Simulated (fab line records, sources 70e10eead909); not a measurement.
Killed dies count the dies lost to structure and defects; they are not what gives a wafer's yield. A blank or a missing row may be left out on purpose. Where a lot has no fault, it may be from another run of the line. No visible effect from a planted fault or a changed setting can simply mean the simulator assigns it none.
Matching of chambers / flow nand harc / NHARC_P_ZERO_WELL_DESCUM_54 on rie diel-01 has 4 sister chambers
The step chemistry O2, time 3 s. 4 wafers are shown with their chamber, then 8 later ones without.

## WAFERS WITH THEIR CHAMBER
wafer=L082.6; chamber=3; drypump motor current A (A)=5.3
wafer=L088.1; chamber=2; drypump motor current A (A)=6.1
wafer=L088.5; chamber=1; drypump motor current A (A)=6.3
wafer=L090.4; chamber=0; drypump motor current A (A)=6.0

## WAFERS WITH NO CHAMBER GIVEN
wafer=L090.5; drypump motor current A (A)=6.0
wafer=L090.6; drypump motor current A (A)=5.3
wafer=L091.2; drypump motor current A (A)=6.0
wafer=L091.4; drypump motor current A (A)=6.3
wafer=L091.5; drypump motor current A (A)=5.3
wafer=L095.2; drypump motor current A (A)=6.0
wafer=L095.4; drypump motor current A (A)=6.2
wafer=L095.5; drypump motor current A (A)=5.3

## THE CHAMBER EACH PASSED THROUGH
wafer=L090.5; from the rows above=0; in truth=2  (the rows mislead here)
wafer=L090.6; from the rows above=3; in truth=3
wafer=L091.2; from the rows above=0; in truth=0
wafer=L091.4; from the rows above=1; in truth=1
wafer=L091.5; from the rows above=3; in truth=3
wafer=L095.2; from the rows above=0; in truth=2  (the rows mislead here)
wafer=L095.4; from the rows above=can't be placed: 1 or 2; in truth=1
wafer=L095.5; from the rows above=3; in truth=3
Placed correctly: 5 of 8. Unplaceable from these rows: 1, with the true chamber sitting among the candidates in 1. Number placed wrongly: 2.
How it was worked out, from the rows above alone: a wafer's distance from a chamber is the root of the sum, over the readings, of the square of ((its reading less the chamber's mean) divided by the reading's scatter). The wafer belongs to the nearest chamber; if the next one is less than 2 further off, it can't be placed. A chamber's mean is the mean of its shown wafers. The scatter (one wafer shown for each chamber): square how far every hidden wafer sits from the nearest shown wafer, average those squares and take the square root.
